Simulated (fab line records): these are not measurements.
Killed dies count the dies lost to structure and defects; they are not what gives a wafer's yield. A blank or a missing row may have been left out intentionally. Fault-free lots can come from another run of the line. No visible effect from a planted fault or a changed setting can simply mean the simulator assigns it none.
8D (eight disciplines) problem report, filled in by code / flow n5-finfet / the parts of the form that need people (team, actions taken, sign-off) are left out

1. WHAT WENT WRONG
Wafers free of any fault read 4.32 (standard deviation 0.087) for CJ_N at N5_BEOL_M4_RC_MEAS_101, against a mean of 4.79 on 9 wafers of 3 lots. That puts it +5.5 standard deviations away from the usual mean.
First seen on wafer L474.1, day 13 03:50, on prober-02. At this step, 28 wafers from 10 lots have a number in the record. Rule for "out", or "out of limits": more than 4 standard deviations from the usual mean. All remaining wafers that have a number are taken as sound.

2. WHAT THIS IS AND IS NOT
question=which readings at this step; is=CJ_N; is not=DIBL_N, IOFF_N, IOFF_P, ION_N, SS_N, VT_P
question=which lots; is=L474, L476, L478; is not=L458, L459, L461, L464, L468, L469, L470
question=which wafers of those lots; is=all that have a number; is not=-
question=read on which gauges; is=prober-02; is not=prober-01
question=when; is=from day 13 03:50; is not=up to then (19 sound wafers)

3. WHAT RULES OUT EACH SUSPECT
Counting: any tool at a process step up to the reading is kept as a suspect provided that every lot that is out went through it and no sound lot did after the first of them.
- the gauge at N5_BEOL_M4_RC_MEAS_101 has been ruled out. All the wafers that are out were read on prober-02, but those of them that N5_WELL_APT_IMPLANT_32 has rows for are out there too, on other tools.
- implanter-01 at N5_WELL_APT_IMPLANT_32: kept. It processed each lot that is out, first L474 at day 5 21:17, and no sound lot thereafter; up to then, the last sound lot it processed was L470 at day 4 21:19. On those wafers its own readings are out: dose-ions-cm2, faraday-current-uA.
After counting, what remains is implanter-01 at N5_WELL_APT_IMPLANT_32.

4. THE CAUSE (what the simulator had put in)
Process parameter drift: implanter-01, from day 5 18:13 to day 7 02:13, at N5_WELL_APT_IMPLANT_32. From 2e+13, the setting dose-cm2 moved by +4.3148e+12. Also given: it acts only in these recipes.
This tool alone remained once counting was done.

5. SEQUENCE OF EFFECTS, ordered by route
Each row: a reading where the mean over the struck wafers with a number is more than 3 standard deviations away from the usual. Scope: only readings with a usual standard deviation given in the record; hours: median across lots of the time from each lot's start at the first step in this table that gives one to its start at this step; sigmas: change in usual standard deviations.
hours=0; step=N5_WELL_APT_IMPLANT_32; reading=dose-ions-cm2; usual=1.9999e+13; on struck wafers=2.4315e+13; change=+4.3159e+12; sigmas=+99 or more
hours=0; step=N5_WELL_APT_IMPLANT_32; reading=faraday-current-uA; usual=253; on struck wafers=307; change=+54; sigmas=+11
hours=175; step=N5_BEOL_M4_RC_MEAS_101; reading=CJ_N; usual=4.32; on struck wafers=4.79; change=+0.47; sigmas=+5.5
Its process steps:
- N5_WELL_APT_IMPLANT_32

6. WHAT WOULD HAVE CAUGHT IT SOONER
The first out-of-limits reading at a measuring or inspecting step in this record came at day 13 03:50, 178 hours after the fault's start at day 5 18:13.
The tool's own readings at N5_WELL_APT_IMPLANT_32 were out on every struck wafer that the step has a row for (dose-ions-cm2, faraday-current-uA): an alarm limit on them would have fired on the first of those.
The start of N5_WELL_APT_IMPLANT_32 on implanter-01 came by day 13 03:50 for every one of the lots that are out (3). Had the tool been put on hold then, not one of them would have been saved.
